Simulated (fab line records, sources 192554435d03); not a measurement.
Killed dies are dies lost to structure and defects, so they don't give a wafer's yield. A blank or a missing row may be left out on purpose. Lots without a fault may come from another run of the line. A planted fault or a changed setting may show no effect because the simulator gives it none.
Chamber matching | flow n5_finfet | N5_BEOL_M0_SAQP_SPACER2_ALD_26 on ald_sin-01: 4 sister chambers
The step deposits SiO2, target thk 15 nm, pulse time 1 s, purge time 2 s. 8 wafers are shown with their chamber, then 7 later ones without.

WAFERS WITH THEIR CHAMBER
wafer  | chamber | heater_power_w (W) | precursor_pulse_height_rel
L075.6 | 3       | 491                | 0.976
L084.1 | 2       | 430                | 1.005
L084.2 | 3       | 502                | 1.029
L085.3 | 1       | 474                | 1.019
L085.4 | 0       | 515                | 0.986
L085.5 | 2       | 437                | 0.993
L089.1 | 0       | 497                | 0.984
L089.2 | 1       | 491                | 0.963

WAFERS WITHOUT THEIR CHAMBER
wafer  | heater_power_w (W) | precursor_pulse_height_rel
L089.6 | 504                | 0.984
L090.1 | 438                | 0.996
L090.4 | 516                | 0.975
L090.5 | 511                | 1.006
L096.3 | 501                | 1.010
L096.5 | 502                | 0.961
L096.6 | 448                | 1.006

WHICH CHAMBER EACH WENT THROUGH
wafer  | from the rows above          | in truth
L089.6 | can't be placed: 0 or 3 or 1 | 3
L090.1 | 2                            | 2
L090.4 | can't be placed: 0 or 3      | 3
L090.5 | can't be placed: 0 or 3      | 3
L096.3 | can't be placed: 3 or 0 or 1 | 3
L096.5 | can't be placed: 0 or 3 or 1 | 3
L096.6 | 2                            | 2
Placed correctly: 2 of 7. Can't be placed from these rows: 5 (the true chamber is among the candidates in 5). Placed wrongly: 0.
How it was worked out, from the rows above alone: a wafer's distance from a chamber is the root of the sum, over the readings, of the square of ((its reading less the chamber's mean) divided by the reading's scatter). The wafer belongs to the nearest chamber; if the next one is less than 2 further off, it can't be placed. A chamber's mean is the mean of its shown wafers. The scatter: the root of (the sum of the squares of (reading less its chamber's mean) over the shown wafers, divided by (wafers less chambers)).
